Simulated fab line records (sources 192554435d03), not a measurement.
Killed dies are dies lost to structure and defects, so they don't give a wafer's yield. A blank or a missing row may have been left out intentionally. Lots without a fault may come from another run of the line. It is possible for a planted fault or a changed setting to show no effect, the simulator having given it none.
fab line records ; flow n5_finfet
record lots=7; wafers=39
route steps=1938 shown BEOL_M7@1299 BEOL_M9@1446 BEOL_M13@1673
start_h: start of the lot's first displayed wafer, in hours after the record's first day ; wait_h: how many hours have passed since the lot's step before this one ; " the same as in the row above ; L1.1+2: one row covering several wafers at once ; - no value, or no start was given ; * or withheld: withheld ; < > ~ a bound
route shown NAME@n: names a module that has steps shown in the file, with the first one's number in the route ; usual: mean and standard deviation over wafers with no fault ; same: alike in all rows ; chamber/n: place in a boat ; sites: readings site by site ; _std_site: standard deviation across them ; _edge_site: the outer-site mean with the inner-site mean subtracted ; radius_mm: how far each site lies from the wafer's centre ; mask NAME#n: copy n ; behind: the last tool/chamber to shape the wafer ; hold: the reason the lot was held/the length of the hold in hours/how it ended ; device: whichever transistor did not switch (one of n, p or np) ; end of line: tests of these same wafers at the route's end ; a step with no rows: only its recipe ; killed: dies lost to structure and defects at the first sort, not the wafer's yield ; map: the dies of a wafer, with x for killed, . for not killed, _ for no die there
set.NAME: the setting that was run; set.NAME@STEP: the one run at that earlier step ; model.NAME: the simulator's own value behind a step, which no gauge read
lots with deliberately changed settings; one table per step, one row per wafer
## steps
# step N5_BEOL_M7_DESCUM_33
# recipe chemistry=O2; time_s=7; source_power_w=50; bias_power_w=20; pressure_mtorr=20; rf_frequency_hz=2.712e+07; temp_c=40; resist=CAR-EUV; o2_flow_sccm=225
lot.wafer;tool;chamber;start_h;wait_h;set.time_s;model.CAR-EUV_of_BEOL_M7_COAT_22.thk_nm
L079.1;rie_diel-06;0;218.72;0.1;9.455;25.2
L079.2+6;rie_diel-06;1,2;218.72;0.1;9.455;25
L079.3+4+5;rie_diel-06;3,2,3;218.72;0.1;7;26.2
L080.1+3+6;rie_diel-06;3,1,2;226.49;0.0;5.282;26.8
L080.2;rie_diel-06;0;226.49;0.0;7;26.2
L080.4;rie_diel-06;2;226.49;0.0;7;25.8
L080.5;rie_diel-06;3;226.49;0.0;7;26
L082.1+4+5;rie_diel-06;0,2,2;233.76;0.0;9.14;25
L082.2+3+6;rie_diel-06;1,3,1;233.76;0.0;7;26.2
L091.1+3+6;rie_diel-02;2,1,1;284.35;0.1;7;26
L091.2+4+5;rie_diel-02;3,0,2;284.35;0.1;10.65;24.2
L090.3+5+6;rie_diel-02;2,1,0;287.35;0.0;7;26
L093.1+2+3+6;rie_diel-05;0,3,1,0;305.55;0.1;7;26
L093.4+5;rie_diel-05;2,1;305.55;0.1;7;25.8
L096.1+3+5;rie_diel-02;1,2,3;325.12;0.4;9.597;24.8
L096.2+4+6;rie_diel-02;3,0,0;325.12;0.4;7;26.2
# step N5_BEOL_M7_ETCH_72
# recipe chemistry=N2/H2; target=underlayer; target_depth_a=65; mask_material=CAR-EUV; time_s=5.2; ion_energy_ev=200; pressure_mtorr=30; source_w=840; bias_w=150; n2_flow_sccm=200; h2_flow_sccm=200; ends=cleared
lot.wafer;tool;chamber;start_h;wait_h;set.time_s@BEOL_M7_DESCUM_33;model.CAR-EUV_of_BEOL_M7_COAT_22.thk_nm
L079.1;rie_diel-06;0;218.75;0.0;9.455;19.4
L079.2+6;rie_diel-06;1,2;218.75;0.0;9.455;19.2
L079.3+5;rie_diel-06;3;218.75;0.0;7;20.4
L079.4;rie_diel-06;2;218.75;0.0;7;20.6
L080.1+3;rie_diel-06;3,1;226.52;0.0;5.282;21
L080.2;rie_diel-06;0;226.52;0.0;7;20.4
L080.4;rie_diel-06;2;226.52;0.0;7;20
L080.5;rie_diel-06;3;226.52;0.0;7;20.2
L080.6;rie_diel-06;2;226.52;0.0;5.282;21.2
L082.1;rie_diel-06;0;233.80;0.0;9.14;19.4
L082.2+3+6;rie_diel-06;1,3,1;233.80;0.0;7;20.4
L082.4+5;rie_diel-06;2;233.80;0.0;9.14;19.2
L091.1;rie_diel-02;2;284.38;0.0;7;20.2
L091.2+4+5;rie_diel-02;3,0,2;284.38;0.0;10.65;18.4
L091.3+6;rie_diel-02;1;284.38;0.0;7;20.4
L090.3+5;rie_diel-02;2,1;287.38;0.0;7;20.2
L090.6;rie_diel-02;0;287.38;0.0;7;20.4
L093.1;rie_diel-05;0;305.59;0.0;7;20.4
L093.2+3+4+5+6;rie_diel-05;3,1,2,1,0;305.59;0.0;7;20.2
L096.1+3+5;rie_diel-02;1,2,3;325.15;0.0;9.597;19
L096.2+4+6;rie_diel-02;3,0,0;325.15;0.0;7;20.4
# step N5_BEOL_M9_TRENCH_ETCH_37
# recipe chemistry=C4F6/O2; target_depth_a=1514.3; target=SiCOH_lowk; time_s=49; ion_energy_ev=250; pressure_mtorr=30; source_w=345; bias_w=185; Ar_flow_sccm=300; C4F6_flow_sccm=10; O2_flow_sccm=10
lot.wafer;tool;chamber;start_h;wait_h;set.target_depth_a;model.BEOL_M9.feature_depth_nm;model.etch.depth_nm;model.TiN_of_BEOL_M9_HM_DEP_02.thk_nm
L079.1;rie_diel-02;3;-;-;1237;121.8;121.8;16.8
L079.2;rie_diel-02;2;-;-;1514.3;147.4;147.4;16.4
L079.3;rie_diel-02;1;-;-;1514.3;151.2;151.1;16
L079.4;rie_diel-02;0;-;-;1237;123.2;123.2;16.6
L079.5;rie_diel-02;3;-;-;1237;121.6;121.6;16.8
L079.6;rie_diel-02;2;-;-;1514.3;146.2;146.2;16
L080.1;rie_diel-02;2;-;-;1514.3;145.8;145.8;15.6
L080.2;rie_diel-02;0;-;-;1514.3;148.2;148.3;15
L080.3;rie_diel-02;3;-;-;1514.3;149.6;149.6;15.4
L080.4;rie_diel-02;1;-;-;2359;231.8;231.9;13.2
L080.5;rie_diel-02;0;-;-;2359;232.8;232.7;13
L080.6;rie_diel-02;1;-;-;2359;232.6;232.7;13.4
L082.1;rie_diel-02;2;-;-;854.3;82.6;82.57;17.6
L082.2;rie_diel-02;3;-;-;854.3;84.8;84.8;17.2
L082.3;rie_diel-02;0;-;-;1514.3;150;150;15.4
L082.4;rie_diel-02;1;-;-;1514.3;150.2;150.2;15.8
L082.5;rie_diel-02;1;-;-;1514.3;151.2;151.2;15.6
L082.6;rie_diel-02;0;-;-;854.3;85.8;85.83;17.2
L091.1;rie_diel-06;0;-;-;1514.3;151;151;16.2
L091.2+4+5;rie_diel-06;1,3,0;-;-;1514.3;151.6;151.6;16
L091.3;rie_diel-06;2;-;-;1514.3;158.4;158.5;15.8
L091.6;rie_diel-06;1;-;-;1514.3;152.2;152.2;16
L090.3;rie_diel-06;1;-;-;1514.3;151.2;151.3;15.6
L090.5;rie_diel-06;0;-;-;1514.3;150.4;150.4;15.8
L090.6;rie_diel-06;3;-;-;1514.3;150.4;150.3;15.4
L093.1;rie_diel-02;0;-;-;1514.3;150.6;150.7;15.6
L093.2;rie_diel-02;2;-;-;1514.3;143.4;143.4;15.6
L093.3;rie_diel-02;1;-;-;1514.3;151.4;151.3;15.6
L093.4;rie_diel-02;3;-;-;1514.3;146.2;146.2;15.6
L093.5;rie_diel-02;2;-;-;1514.3;142;142;15.8
L093.6;rie_diel-02;3;-;-;1514.3;146.6;146.6;15.8
L096.1;rie_diel-05;1;-;-;1514.3;146.8;146.8;16.2
L096.2;rie_diel-05;0;-;-;1514.3;149.2;149.3;16
L096.3;rie_diel-05;3;-;-;692.2;65.4;65.35;18.4
L096.4;rie_diel-05;2;-;-;692.2;70;70.08;18.2
L096.5;rie_diel-05;0;-;-;1514.3;149;148.9;16.2
L096.6;rie_diel-05;3;-;-;692.2;65.4;65.5;18.4
# step N5_BEOL_M9_ETCH_41
# recipe chemistry=CH3F/O2; target=SiCN; target_depth_a=366; taper_deg=2; time_s=70.1; ion_energy_ev=120; mask_material=TiN; pressure_mtorr=30; source_w=395; bias_w=75; Ar_flow_sccm=150; CH3F_flow_sccm=30; O2_flow_sccm=20
# step N5_BEOL_M9_STRIP_80
# recipe chemistry=N2/H2; time_s=10; power_w=450; temp_c=40; pressure_mtorr=20; rf_frequency_hz=6e+07; bias_power_w=7; n2_flow_sccm=200; h2_flow_sccm=200
# step N5_BEOL_M9_OCD_MEAS_38
# usual trench_depth_nm=150/3.2
lot.wafer;tool;chamber;start_h;wait_h;set.target_depth_a@BEOL_M9_TRENCH_ETCH_37;trench_depth_nm
L079.1;ocd-01;-;237.36;-;1237;122
L079.2;ocd-01;-;237.36;-;1514.3;-
L079.3;ocd-01;-;237.36;-;1514.3;151
L079.4;ocd-01;-;237.36;-;1237;-
L079.5;ocd-01;-;237.36;-;1237;-
L079.6;ocd-01;-;237.36;-;1514.3;146
L080.1;ocd-02;-;242.98;-;1514.3;146
L080.2;ocd-02;-;242.98;-;1514.3;148
L080.3;ocd-02;-;242.98;-;1514.3;150
L080.4;ocd-02;-;242.98;-;2359;232
L080.5;ocd-02;-;242.98;-;2359;233
L080.6;ocd-02;-;242.98;-;2359;233
L082.1;ocd-02;-;249.26;-;854.3;83
L082.2;ocd-02;-;249.26;-;854.3;85
L082.3;ocd-02;-;249.26;-;1514.3;150
L082.4;ocd-02;-;249.26;-;1514.3;150
L082.5;ocd-02;-;249.26;-;1514.3;151
L082.6;ocd-02;-;249.26;-;854.3;86
L091.1;ocd-02;-;305.99;-;1514.3;151
L091.2;ocd-02;-;305.99;-;1514.3;151
L091.3;ocd-02;-;305.99;-;1514.3;158
L091.4;ocd-02;-;305.99;-;1514.3;152
L091.5;ocd-02;-;305.99;-;1514.3;152
L091.6;ocd-02;-;305.99;-;1514.3;152
L090.3;ocd-02;-;306.42;-;1514.3;151
L090.5;ocd-02;-;306.42;-;1514.3;150
L090.6;ocd-02;-;306.42;-;1514.3;150
L093.1;ocd-02;-;322.47;-;1514.3;151
L093.2;ocd-02;-;322.47;-;1514.3;143
L093.3;ocd-02;-;322.47;-;1514.3;152
L093.4;ocd-02;-;322.47;-;1514.3;147
L093.5;ocd-02;-;322.47;-;1514.3;142
L093.6;ocd-02;-;322.47;-;1514.3;147
L096.1;ocd-01;-;346.60;-;1514.3;147
L096.2;ocd-01;-;346.60;-;1514.3;149
L096.3;ocd-01;-;346.60;-;692.2;65
L096.4;ocd-01;-;346.60;-;692.2;70
L096.5;ocd-01;-;346.60;-;1514.3;149
L096.6;ocd-01;-;346.60;-;692.2;65
# step N5_BEOL_M9_HM_STRIP_39
# recipe chemistry=peroxide_tin_strip; material=TiN; target_depth_a=250; temp_c=50; time_s=158
# step N5_BEOL_M9_SRD_40
# recipe time_s=30; temp_c=23; rinse_liquid=diw; dry=ipa_marangoni
# step N5_BEOL_M9_ECD_50
# recipe material=Cu; target_thk_a=3180
# step N5_BEOL_M9_ANNEAL_51
# recipe temp_c=225; time_s=90; ambient=N2
# step N5_BEOL_M9_CMP_52
# recipe stop_on=SiCOH_lowk; t_overpolish_s=7; down_force_psi=1; platen_rpm=50; clearing_platen_down_force_psi=1.5; clearing_platen_rpm=50; post_cmp_clean=cu_alkaline; target_thk_nm=140; clearing_platen_pad_velocity_m_s=0.99484; pad_velocity_m_s=0.99484
lot.wafer;tool;chamber;start_h;wait_h;set.target_depth_a@BEOL_M9_TRENCH_ETCH_37;model.Cu_of_BEOL_M9_ECD_50.thk_nm
L079.1+5;cmp-01;0;241.40;0.3;1237;110.6
L079.2;cmp-01;1;241.40;0.3;1514.3;136.4
L079.3;cmp-01;2;241.40;0.3;1514.3;140.6
L079.4;cmp-01;3;241.40;0.3;1237;109.6
L079.6;cmp-01;1;241.40;0.3;1514.3;134.4
L080.2;cmp-01;2;244.97;0.2;1514.3;136.6
L080.1;cmp-01;3;244.97;0.2;1514.3;133.2
L080.4;cmp-01;0;244.97;0.2;2359;221.6
L080.3;cmp-01;1;244.97;0.2;1514.3;138.2
L080.6;cmp-01;2;244.97;0.2;2359;221
L080.5;cmp-01;3;244.97;0.2;2359;219.6
L082.1;cmp-04;3;251.95;0.3;854.3;72.8
L082.2;cmp-04;0;251.95;0.3;854.3;74.6
L082.4+3;cmp-04;1,2;251.95;0.3;1514.3;139.4
L082.6;cmp-04;3;251.95;0.3;854.3;75.2
L082.5;cmp-04;0;251.95;0.3;1514.3;139.8
L091.4;cmp-01;3;308.29;0.1;1514.3;138.8
L091.1;cmp-01;0;308.29;0.1;1514.3;140
L091.3;cmp-01;1;308.29;0.1;1514.3;146
L091.2;cmp-01;2;308.29;0.1;1514.3;139.4
L091.5;cmp-01;3;308.29;0.1;1514.3;138.4
L091.6;cmp-01;0;308.29;0.1;1514.3;140.8
L090.3+5;cmp-04;0,1;308.59;0.2;1514.3;139.2
L090.6;cmp-04;0;308.59;0.2;1514.3;138.8
L093.2;cmp-01;0;325.96;0.2;1514.3;131.6
L093.1;cmp-01;1;325.96;0.2;1514.3;138.2
L093.3;cmp-01;2;325.96;0.2;1514.3;140.4
L093.4;cmp-01;3;325.96;0.2;1514.3;133.2
L093.6;cmp-01;0;325.96;0.2;1514.3;135.4
L093.5;cmp-01;1;325.96;0.2;1514.3;130.8
L096.2;cmp-01;1;349.47;0.2;1514.3;138.4
L096.3;cmp-01;2;349.47;0.2;692.2;54
L096.1;cmp-01;3;349.47;0.2;1514.3;134.4
L096.4;cmp-01;0;349.47;0.2;692.2;59
L096.6;cmp-01;1;349.47;0.2;692.2;53
L096.5;cmp-01;2;349.47;0.2;1514.3;137
# step N5_BEOL_M9_THK_MEAS_53
# recipe thk_meas_gauge=xrf; reads=Cu_of_BEOL_M9_ECD_50
# usual M9_THK=139/3.6
lot.wafer;tool;chamber;start_h;wait_h;set.target_depth_a@BEOL_M9_TRENCH_ETCH_37;M9_THK[nm]
L079.1;film_metro-01;-;241.69;-;1237;111
L079.2;film_metro-01;-;241.69;-;1514.3;-
L079.3;film_metro-01;-;241.69;-;1514.3;141
L079.4;film_metro-01;-;241.69;-;1237;-
L079.5;film_metro-01;-;241.69;-;1237;-
L079.6;film_metro-01;-;241.69;-;1514.3;135
L080.1;film_metro-01;-;245.27;-;1514.3;133
L080.2;film_metro-01;-;245.27;-;1514.3;137
L080.3;film_metro-01;-;245.27;-;1514.3;139
L080.4;film_metro-01;-;245.27;-;2359;222
L080.5;film_metro-01;-;245.27;-;2359;220
L080.6;film_metro-01;-;245.27;-;2359;223
L082.1;film_metro-01;-;252.24;-;854.3;74
L082.2;film_metro-01;-;252.24;-;854.3;75
L082.3;film_metro-01;-;252.24;-;1514.3;141
L082.4;film_metro-01;-;252.24;-;1514.3;141
L082.5;film_metro-01;-;252.24;-;1514.3;142
L082.6;film_metro-01;-;252.24;-;854.3;76
L091.1;film_metro-02;-;308.58;-;1514.3;141
L091.2;film_metro-02;-;308.58;-;1514.3;140
L091.3;film_metro-02;-;308.58;-;1514.3;147
L091.4;film_metro-02;-;308.58;-;1514.3;140
L091.5;film_metro-02;-;308.58;-;1514.3;139
L091.6;film_metro-02;-;308.58;-;1514.3;142
L090.3;film_metro-01;-;308.88;-;1514.3;140
L090.5;film_metro-01;-;308.88;-;1514.3;141
L090.6;film_metro-01;-;308.88;-;1514.3;140
L093.1;film_metro-02;-;326.25;-;1514.3;138
L093.2;film_metro-02;-;326.25;-;1514.3;131
L093.3;film_metro-02;-;326.25;-;1514.3;139
L093.4;film_metro-02;-;326.25;-;1514.3;132
L093.5;film_metro-02;-;326.25;-;1514.3;130
L093.6;film_metro-02;-;326.25;-;1514.3;134
L096.1;film_metro-01;-;349.77;-;1514.3;135
L096.2;film_metro-01;-;349.77;-;1514.3;138
L096.3;film_metro-01;-;349.77;-;692.2;54
L096.4;film_metro-01;-;349.77;-;692.2;59
L096.5;film_metro-01;-;349.77;-;1514.3;137
L096.6;film_metro-01;-;349.77;-;692.2;53
# step N5_BEOL_M9_PRE_CLEAN_55
# recipe gas=NH3; time_s=15; temp_c=withheld; rf_power_w=300
# step N5_BEOL_M9_DEP_56
# recipe material=SiCN; target_thk_a=150; temp_c=withheld; precursor=3MS/NH3; pressure_torr=3; rf_w=202; time_s=26.5
# step N5_BEOL_M9_RS_MEAS_57
# recipe thk_meas_gauge=four-point-probe; reads=Cu_of_BEOL_M9_ECD_50+Co_of_BEOL_M9_CVD_78+TaN_of_BEOL_M9_ALD_74
# usual M9_RS=0.153/0.0042
lot.wafer;tool;chamber;start_h;wait_h;set.target_depth_a@BEOL_M9_TRENCH_ETCH_37;M9_RS[ohm/sq]
L079.1;film_metro-01;-;241.86;0.1;1237;0.196
L079.2;film_metro-01;-;241.86;0.1;1514.3;-
L079.3;film_metro-01;-;241.86;0.1;1514.3;0.150
L079.4;film_metro-01;-;241.86;0.1;1237;-
L079.5;film_metro-01;-;241.86;0.1;1237;-
L079.6;film_metro-01;-;241.86;0.1;1514.3;0.158
L080.1;film_metro-01;-;245.40;0.1;1514.3;0.159
L080.2;film_metro-01;-;245.40;0.1;1514.3;0.155
L080.3;film_metro-01;-;245.40;0.1;1514.3;0.153
L080.4;film_metro-01;-;245.40;0.1;2359;0.092
L080.5;film_metro-01;-;245.40;0.1;2359;0.093
L080.6;film_metro-01;-;245.40;0.1;2359;0.092
L082.1;film_metro-02;-;252.38;0.1;854.3;0.319
L082.2;film_metro-02;-;252.38;0.1;854.3;0.310
L082.3;film_metro-02;-;252.38;0.1;1514.3;0.151
L082.4;film_metro-02;-;252.38;0.1;1514.3;0.151
L082.5;film_metro-02;-;252.38;0.1;1514.3;0.151
L082.6;film_metro-02;-;252.38;0.1;854.3;0.306
L091.1;film_metro-01;-;308.72;0.1;1514.3;0.151
L091.2;film_metro-01;-;308.72;0.1;1514.3;0.152
L091.3;film_metro-01;-;308.72;0.1;1514.3;0.144
L091.4;film_metro-01;-;308.72;0.1;1514.3;0.152
L091.5;film_metro-01;-;308.72;0.1;1514.3;0.153
L091.6;film_metro-01;-;308.72;0.1;1514.3;0.150
L090.3;film_metro-02;-;309.02;0.1;1514.3;0.152
L090.5;film_metro-02;-;309.02;0.1;1514.3;0.151
L090.6;film_metro-02;-;309.02;0.1;1514.3;0.152
L093.1;film_metro-02;-;326.39;0.1;1514.3;0.153
L093.2;film_metro-02;-;326.39;0.1;1514.3;0.162
L093.3;film_metro-02;-;326.39;0.1;1514.3;0.151
L093.4;film_metro-02;-;326.39;0.1;1514.3;0.159
L093.5;film_metro-02;-;326.39;0.1;1514.3;0.162
L093.6;film_metro-02;-;326.39;0.1;1514.3;0.156
L096.1;film_metro-02;-;349.90;0.1;1514.3;0.158
L096.2;film_metro-02;-;349.90;0.1;1514.3;0.153
L096.3;film_metro-02;-;349.90;0.1;692.2;0.458
L096.4;film_metro-02;-;349.90;0.1;692.2;0.409
L096.5;film_metro-02;-;349.90;0.1;1514.3;0.155
L096.6;film_metro-02;-;349.90;0.1;692.2;0.469
# step N5_BEOL_M13_ETCH_59
# recipe chemistry=N2/H2; target=BARC; target_depth_a=890; overetch_a=267; time_s=67.9; ion_energy_ev=200; pressure_mtorr=30; source_w=840; bias_w=150; n2_flow_sccm=200; h2_flow_sccm=200
# usual oes_product_au=0.67/0.059
lot.wafer;tool;chamber;start_h;wait_h;set.time_s;oes_product_au;model.etch.depth_nm;model.coat_of_BEOL_M13_COAT_04.thk_nm
L079.1;rie_diel-05;2;266.00;0.0;32.57;0.80;55.4;351.4
L079.2;rie_diel-05;0;266.00;0.0;67.9;0.69;88.7;317.8
L079.3;rie_diel-05;1;266.00;0.0;67.9;0.73;88.59;318.6
L079.4;rie_diel-05;3;266.00;0.0;67.9;0.71;88.73;321
L079.5;rie_diel-05;3;266.00;0.0;32.57;0.80;52.13;353.2
L079.6;rie_diel-05;2;266.00;0.0;32.57;0.80;55.29;351.4
L080.1;rie_diel-02;1;268.16;0.0;42.98;0.77;74.24;339.6
L080.2;rie_diel-02;2;268.16;0.0;42.98;0.69;70.09;342.6
L080.3;rie_diel-02;3;268.16;0.0;67.9;0.62;89.04;317.2
L080.4;rie_diel-02;0;268.16;0.0;42.98;0.72;72.67;342.8
L080.5;rie_diel-02;0;268.16;0.0;67.9;0.62;89.03;317.2
L080.6;rie_diel-02;1;268.16;0.0;67.9;0.65;88.81;316.2
L082.1;rie_diel-02;0;277.19;0.0;67.9;0.62;88.63;317.2
L082.2;rie_diel-02;2;277.19;0.0;67.9;0.60;88.79;318.2
L082.3;rie_diel-02;3;277.19;0.0;32.08;0.71;53.33;352.4
L082.4;rie_diel-02;1;277.19;0.0;67.9;0.64;88.63;317
L082.5;rie_diel-02;1;277.19;0.0;32.08;0.76;55.28;351.4
L082.6;rie_diel-02;0;277.19;0.0;32.08;0.72;54.86;350.8
L091.1;rie_diel-02;3;335.39;0.0;83.62;0.59;89.21;303.6
L091.2;rie_diel-02;0;335.39;0.0;83.62;0.59;89.01;303.6
L091.3;rie_diel-02;2;335.39;0.0;67.9;0.60;89.14;321
L091.4;rie_diel-02;1;335.39;0.0;67.9;0.63;88.99;314.8
L091.5;rie_diel-02;1;335.39;0.0;83.62;0.62;89.03;301.2
L091.6;rie_diel-02;2;335.39;0.0;67.9;0.60;89.06;321.8
L090.3;rie_diel-06;2;335.55;0.0;67.9;0.66;89.69;314.8
L090.5;rie_diel-06;0;335.55;0.0;67.9;0.73;89.1;319.6
L090.6;rie_diel-06;2;335.55;0.0;67.9;0.66;89.05;313.8
L093.1;rie_diel-02;3;349.41;0.0;67.9;0.61;89.08;318.6
L093.2;rie_diel-02;0;349.41;0.0;67.9;0.60;89.02;318
L093.3;rie_diel-02;1;349.41;0.0;67.9;0.63;88.85;316.4
L093.4;rie_diel-02;0;349.41;0.0;67.9;0.61;88.78;318.8
L093.5;rie_diel-02;3;349.41;0.0;67.9;0.61;88.84;317.6
L093.6;rie_diel-02;1;349.41;0.0;67.9;0.63;89.04;316.4
L096.1;rie_diel-05;1;370.05;0.0;67.9;0.70;89.06;316.8
L096.2;rie_diel-05;0;370.05;0.0;57.16;0.73;88.55;328.4
L096.3;rie_diel-05;2;370.05;0.0;67.9;0.67;88.95;317.2
L096.4;rie_diel-05;3;370.05;0.0;67.9;0.68;88.73;320
L096.5;rie_diel-05;2;370.05;0.0;57.16;0.73;88.72;326.8
L096.6;rie_diel-05;3;370.05;0.0;57.16;0.75;88.87;331
# step N5_BEOL_M13_VIA_ETCH_16
# recipe chemistry=C4F8/O2/Ar; target=SiOC; pressure_mtorr=30; source_w=3000; bias_w=700; Ar_flow_sccm=400; C4F8_flow_sccm=15; O2_flow_sccm=8; he_inner_torr=15; he_outer_torr=30; target_depth_a=9217; time_s=withheld; ion_energy_ev=250; ends=cleared
lot.wafer;tool;chamber;start_h;wait_h;set.time_s@BEOL_M13_ETCH_59;model.coat_of_BEOL_M13_COAT_04.thk_nm
L079.1;rie_diel-05;2;266.05;0.0;*;106.8
L079.2;rie_diel-05;0;266.05;0.0;*;72
L079.3;rie_diel-05;1;266.05;0.0;*;70.8
L079.4;rie_diel-05;3;266.05;0.0;*;73.4
L079.5;rie_diel-05;3;266.05;0.0;*;102
L079.6;rie_diel-05;2;266.05;0.0;*;103
L080.1;rie_diel-02;1;268.22;0.0;*;92
L080.2;rie_diel-02;2;268.22;0.0;*;96.8
L080.3;rie_diel-02;3;268.22;0.0;*;69.2
L080.4;rie_diel-02;0;268.22;0.0;*;91
L080.5;rie_diel-02;0;268.22;0.0;*;67.2
L080.6;rie_diel-02;1;268.22;0.0;*;66.2
L082.1;rie_diel-02;0;277.24;0.0;*;71.6
L082.2;rie_diel-02;2;277.24;0.0;*;69.2
L082.3;rie_diel-02;3;277.24;0.0;*;101.2
L082.4;rie_diel-02;1;277.24;0.0;*;62.4
L082.5;rie_diel-02;1;277.24;0.0;*;102.6
L082.6;rie_diel-02;0;277.24;0.0;*;103.4
L091.1;rie_diel-02;3;335.44;0.0;*;60.2
L091.2;rie_diel-02;0;335.44;0.0;*;56.4
L091.3;rie_diel-02;2;335.44;0.0;*;74.2
L091.4;rie_diel-02;1;335.44;0.0;*;66.2
L091.5;rie_diel-02;1;335.44;0.0;*;50.6
L091.6;rie_diel-02;2;335.44;0.0;*;75.4
L090.3;rie_diel-06;2;335.60;0.0;*;72.8
L090.5;rie_diel-06;0;335.60;0.0;*;66.6
L090.6;rie_diel-06;2;335.60;0.0;*;65.8
L093.1;rie_diel-02;3;349.46;0.0;*;75
L093.2;rie_diel-02;0;349.46;0.0;*;71.2
L093.3;rie_diel-02;1;349.46;0.0;*;67.2
L093.4;rie_diel-02;0;349.46;0.0;*;65
L093.5;rie_diel-02;3;349.46;0.0;*;70.8
L093.6;rie_diel-02;1;349.46;0.0;*;68
L096.1;rie_diel-05;1;370.10;0.0;*;71.6
L096.2;rie_diel-05;0;370.10;0.0;*;85.6
L096.3;rie_diel-05;2;370.10;0.0;*;69.6
L096.4;rie_diel-05;3;370.10;0.0;*;71.2
L096.5;rie_diel-05;2;370.10;0.0;*;77.6
L096.6;rie_diel-05;3;370.10;0.0;*;84.4
# step N5_BEOL_M13_STRIP_63
# recipe chemistry=N2/H2; power_w=1000; temp_c=250; h2_frac=0.65; overash_fraction=0.3; pressure_mtorr=1000; n2_flow_sccm=1750; h2_flow_sccm=3250
# usual strip_time_to_endpoint_s=27.8/1.1
lot.wafer;tool;chamber;start_h;wait_h;set.time_s@BEOL_M13_ETCH_59;strip_time_to_endpoint_s
L079.1;plasma_asher-01;1;266.29;-;32.57;38.1
L079.2;plasma_asher-01;0;266.29;-;67.9;28.2
L079.3;plasma_asher-01;0;266.29;-;67.9;27.9
L079.4;plasma_asher-01;1;266.29;-;67.9;28.7
L079.5;plasma_asher-01;0;266.29;-;32.57;36.8
L079.6;plasma_asher-01;1;266.29;-;32.57;37.0
L080.1;plasma_asher-01;0;268.45;-;42.98;34.0
L080.2;plasma_asher-01;1;268.45;-;42.98;35.3
L080.3;plasma_asher-01;0;268.45;-;67.9;27.4
L080.4;plasma_asher-01;1;268.45;-;42.98;33.7
L080.5;plasma_asher-01;0;268.45;-;67.9;26.9
L080.6;plasma_asher-01;1;268.45;-;67.9;26.6
L082.1;plasma_asher-02;0;277.47;-;67.9;28.2
L082.2;plasma_asher-02;1;277.47;-;67.9;27.5
L082.3;plasma_asher-02;0;277.47;-;32.08;36.5
L082.4;plasma_asher-02;1;277.47;-;67.9;25.4
L082.5;plasma_asher-02;1;277.47;-;32.08;36.9
L082.6;plasma_asher-02;0;277.47;-;32.08;37.2
L091.1;plasma_asher-02;1;335.68;-;83.62;24.7
L091.2;plasma_asher-02;0;335.68;-;83.62;23.6
L091.3;plasma_asher-02;0;335.68;-;67.9;28.9
L091.4;plasma_asher-02;1;335.68;-;67.9;26.6
L091.5;plasma_asher-02;1;335.68;-;83.62;21.8
L091.6;plasma_asher-02;0;335.68;-;67.9;29.3
L090.3;plasma_asher-02;0;335.86;-;67.9;28.5
L090.5;plasma_asher-02;1;335.86;-;67.9;26.7
L090.6;plasma_asher-02;0;335.86;-;67.9;26.4
L093.1;plasma_asher-02;1;349.70;-;67.9;29.2
L093.2;plasma_asher-02;0;349.70;-;67.9;28.0
L093.3;plasma_asher-02;1;349.70;-;67.9;26.9
L093.4;plasma_asher-02;0;349.70;-;67.9;26.2
L093.5;plasma_asher-02;1;349.70;-;67.9;27.9
L093.6;plasma_asher-02;0;349.70;-;67.9;27.1
L096.1;plasma_asher-01;1;370.34;-;67.9;28.2
L096.2;plasma_asher-01;0;370.34;-;57.16;32.2
L096.3;plasma_asher-01;1;370.34;-;67.9;27.6
L096.4;plasma_asher-01;0;370.34;-;67.9;28.0
L096.5;plasma_asher-01;0;370.34;-;57.16;29.9
L096.6;plasma_asher-01;1;370.34;-;57.16;31.8
## key
split step=N5_BEOL_M7_DESCUM_33; setting=time_s; stated=7; by=wafer
response step=N5_BEOL_M7_DESCUM_33; reading=model.CAR-EUV_of_BEOL_M7_COAT_22.thk_nm; change=-0.0352; per=1%; r=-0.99
response step=N5_BEOL_M7_ETCH_72; reading=model.CAR-EUV_of_BEOL_M7_COAT_22.thk_nm; change=-0.0365; per=1%; r=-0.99
split step=N5_BEOL_M9_TRENCH_ETCH_37; setting=target_depth_a; stated=1514.3; by=wafer
response step=N5_BEOL_M9_TRENCH_ETCH_37; reading=model.BEOL_M9.feature_depth_nm; change=+1.51; per=1%; r=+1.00
response step=N5_BEOL_M9_TRENCH_ETCH_37; reading=model.etch.depth_nm; change=+1.51; per=1%; r=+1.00
response step=N5_BEOL_M9_TRENCH_ETCH_37; reading=model.TiN_of_BEOL_M9_HM_DEP_02.thk_nm; change=-0.0392; per=1%; r=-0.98
response step=N5_BEOL_M9_OCD_MEAS_38; reading=trench_depth_nm; change=+1.51; per=1%; r=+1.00
response step=N5_BEOL_M9_CMP_52; reading=model.Cu_of_BEOL_M9_ECD_50.thk_nm; change=+1.5; per=1%; r=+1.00
response step=N5_BEOL_M9_THK_MEAS_53; reading=M9_THK; change=+1.51; per=1%; r=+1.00
response step=N5_BEOL_M9_RS_MEAS_57; reading=M9_RS; change=-0.00329; per=1%; r=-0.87
split step=N5_BEOL_M13_ETCH_59; setting=time_s; stated=67.9; by=wafer
response step=N5_BEOL_M13_ETCH_59; reading=oes_product_au; change=-0.00203; per=1%; r=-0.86
response step=N5_BEOL_M13_ETCH_59; reading=model.etch.depth_nm; change=+0.552; per=1%; r=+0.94
response step=N5_BEOL_M13_ETCH_59; reading=model.coat_of_BEOL_M13_COAT_04.thk_nm; change=-0.652; per=1%; r=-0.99
response step=N5_BEOL_M13_VIA_ETCH_16; reading=model.coat_of_BEOL_M13_COAT_04.thk_nm; change=-0.655; per=1%; r=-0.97
response step=N5_BEOL_M13_STRIP_63; reading=strip_time_to_endpoint_s; change=*; per=1%; r=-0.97
